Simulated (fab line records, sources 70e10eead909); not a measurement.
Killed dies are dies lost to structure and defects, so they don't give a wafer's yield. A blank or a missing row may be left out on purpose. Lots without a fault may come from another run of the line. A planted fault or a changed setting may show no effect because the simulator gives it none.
A struck lot beside a sound one | flow nand_harc | 44 steps out of a route of 1302
Sound: wafers L806.1, L806.3, L806.4. Struck: wafers L810.1, L810.3, L810.6. The cause comes at the end.
At each step with rows: each side's tool, then ch and its chambers, then its first start. Under that, the readings that differ: sound wafers | struck wafers | difference of the means | sigmas: that difference in standard deviations of wafers without a fault.
alike: readings whose means differ by less than 2 such deviations, and words and numbers that are the same on both sides. not compared: withheld readings, readings that some wafer has no value for, bounds like >300 that may hide the same value, and numbers for which the record gives no deviation and whose values overlap.
The two part at a step that has a row with sigmas, a row that says differs or no value, or rows on one side only. Numbers that don't overlap but have no deviation are shown without sigmas and don't part them. A reading that every wafer of one side lacks parts them only if that side has two wafers or more.

first, 4 steps without rows for these wafers: NHARC_P_GATE_EBR_07; NHARC_P_GATE_EXPOSE_08 (exposes mask P HV); NHARC_P_GATE_PEB_09 (peb time 85 s); NHARC_P_GATE_DEVELOP_10 (time 70 s).
NHARC_P_GATE_CD_MEAS_11: target cd 1640 nm.
  sound on cd_sem-01 ch 0, day 8 09:38; struck on cd_sem-01 ch 0, day 10 12:17
  reading    | sound                | struck               | difference | sigmas
  cd_nm (nm) | 1640.5 1639.2 1638.2 | 1642.3 1643.8 1643.5 | +3.9       | +2
then, 7 steps without rows for these wafers: NHARC_P_GATE_HARDBAKE_12 (time 80 s); NHARC_P_GATE_DESCUM_13 (chemistry O2, time 3 s); NHARC_P_GATE_ETCH_14 (etches SiO2 in dHF, target depth 48.8 nm); NHARC_P_GATE_STRIP_15 (strips in SPM, time 780 s); NHARC_P_GATE_PRECLEAN_71 (cleans in SC1); NHARC_P_GATE_SRD_72; NHARC_P_GATE_OXIDE_16 (material SiO2, target thk 3 nm, ox time 392 s).
NHARC_P_GATE_CVD_17: deposits poly-Si, target thk 150 nm, time 900 s.
  sound on lpcvd_poly-02 ch 0, day 8 20:08; struck on lpcvd_poly-01 ch 0, day 10 22:31
  reading                   | sound       | struck      | difference | sigmas
  zone_power_centre_pct (%) | 8.4 8.5 8.4 | 9.9 9.9 9.8 | +1.4       | +2
then, 10 steps without rows for these wafers: NHARC_P_GATE_HM_DEP_102 (deposits aC, target thk 120 nm); NHARC_P_GATE_DEP_103 (deposits SiON, target thk 30 nm); NHARC_P_GATE_DEHYDRATE_18 (time 120 s); NHARC_P_GATE_HMDS_19 (time 30 s); NHARC_P_GATE_COAT_20 (resist thk 90 nm); NHARC_P_GATE_SOFTBAKE_21 (time 55 s); NHARC_P_GATE_EBR_22; NHARC_P_GATE_EXPOSE_23 (exposes mask P GATE, target cd 120 nm); NHARC_P_GATE_PEB_24 (peb time 65 s); NHARC_P_GATE_DEVELOP_25 (develop time 35 s).
NHARC_P_GATE_CD_MEAS_26: target cd 120 nm.
  sound on cd_sem-01 ch 0, day 9 03:49; struck on cd_sem-01 ch 0, day 11 02:30
  alike: cd_nm
NHARC_P_GATE_OVL_MEAS_27:
  sound on overlay-02, day 9 03:54; struck on overlay-02, day 11 02:35
  reading           | sound       | struck         | difference | sigmas
  overlay_y_nm (nm) | 0.8 1.0 1.2 | -1.4 -1.4 -1.5 | -2.4       | -3
  alike: overlay_x_nm
NHARC_P_GATE_INSPECT_28:
  sound on defect_inspect-02, day 9 03:56; struck on defect_inspect-01, day 11 02:37
  reading          | sound | struck      | difference | sigmas
  raw_defect_count | 5 4 3 | 327 288 295 | +299       | +97
NHARC_P_GATE_DESCUM_31: chemistry O2, time 3 s.
  sound on rie_diel-13 ch 0,1,3, day 9 03:59; struck on rie_diel-02 ch 0,3, day 11 02:41
  alike: drypump_motor_current_A, oes_product_au, rf_vpp_V, showerhead_plenum_p_Torr, throttle_valve_pct
  not compared: rf_hours_counter_h
then, 3 steps without rows for these wafers: NHARC_P_GATE_ETCH_104 (etches the open film in CF4/CHF3, target depth 60 nm); NHARC_P_GATE_HM_OPEN_105 (chemistry O2/COS, target depth 360 nm); NHARC_P_GATE_STRIP_106 (strips in O2/COS).
NHARC_P_GATE_ETCH_114: etches the open film in CF4/O2, target depth 30 nm, overetch 3 nm, time 16.5 s.
  sound on rie_diel-13 ch 0,1,2; struck on rie_diel-02 ch 0,1
  alike: drypump_motor_current_A, oes_ar_750_au, oes_product_au, rf_vpp_V, showerhead_plenum_p_Torr, throttle_valve_pct
  not compared: rf_hours_counter_h
then, 1 step without rows for these wafers: NHARC_P_GATE_ETCH_32 (etches the open film in HBr/Cl2, target depth 150 nm, time 100.1 s).
NHARC_P_GATE_STRIP_108: strips in O2.
  sound on rie_diel-02 ch 0,1,3, day 9 04:38; struck on rie_diel-03 ch 0,1, day 11 03:19
  alike: drypump_motor_current_A, oes_product_au, rf_vpp_V, showerhead_plenum_p_Torr, throttle_valve_pct
  not compared: rf_hours_counter_h
NHARC_P_GATE_CD_MEAS_33:
  sound on cd_sem-02, day 9 04:49; struck on cd_sem-03, day 11 03:29
  alike: cd_nm
then, 3 steps without rows for these wafers: NHARC_P_GATE_STRIP_35 (strips in SPM, time 600 s); NHARC_P_GATE_PRECLEAN_73 (cleans in SC1); NHARC_P_GATE_SRD_74.
NHARC_P_GATE_ALD_36: deposits SiNx, target thk 20 nm, pulse time 60 s, ald cycles 223.
  sound on ald_sin-02 ch 0,1,3, day 9 05:17; struck on ald_sin-01 ch 0,3, day 11 04:59
  reading              | sound                | struck | difference                    | sigmas
  susceptor_temp_C (C) | 399.70 399.85 399.87 | - - -  | no value on the struck wafers |
  alike: heater_power_w, precursor_pulse_height_rel
  not compared: since_wet_clean_h
then, 1 step without rows for these wafers: NHARC_P_GATE_ETCHBACK_37 (etches the open film in CHF3/O2, target depth 34.5 nm, time 17.2 s).
NHARC_P_GATE_STRIP_101: strips in O2, time 20 s.
  sound on rie_diel-13 ch 1,2, day 9 14:56; struck on rie_diel-03 ch 0,1,3, day 11 13:26
  alike: drypump_motor_current_A, oes_product_au, rf_vpp_V, showerhead_plenum_p_Torr, throttle_valve_pct
  not compared: rf_hours_counter_h
then, 2 steps without rows for these wafers: NHARC_P_GATE_PRECLEAN_97 (cleans in SPM, time 600 s); NHARC_P_GATE_SRD_98.
NHARC_P_GATE_INSPECT_68:
  sound on defect_inspect-01, day 9 22:24; struck on defect_inspect-02, day 12 00:27
  reading          | sound       | struck      | difference | sigmas
  raw_defect_count | 130 167 165 | 666 592 582 | +459       | +6
-- the record jumps here: 18 days lie between the struck wafers' starts before and after (it left off in module P_GATE and takes up again in module END, whose first step shown is number 1302 of the route) --
NHARC_END_SORT_01:
  sound on prober-01 ch 0, day 28 16:39; struck on prober-01 ch 0, day 30 08:38
  reading             | sound | struck   | difference | sigmas
  killed_at_periphery | 5 0 3 | 50 40 43 | +42        | +17
  alike: killed_at_array, killed_at_other, killed_dies, killed_open, killed_short

WHERE THEY PART
First at NHARC_P_GATE_CD_MEAS_11; last, within this record, at NHARC_END_SORT_01.

WHY: what the simulator had put in
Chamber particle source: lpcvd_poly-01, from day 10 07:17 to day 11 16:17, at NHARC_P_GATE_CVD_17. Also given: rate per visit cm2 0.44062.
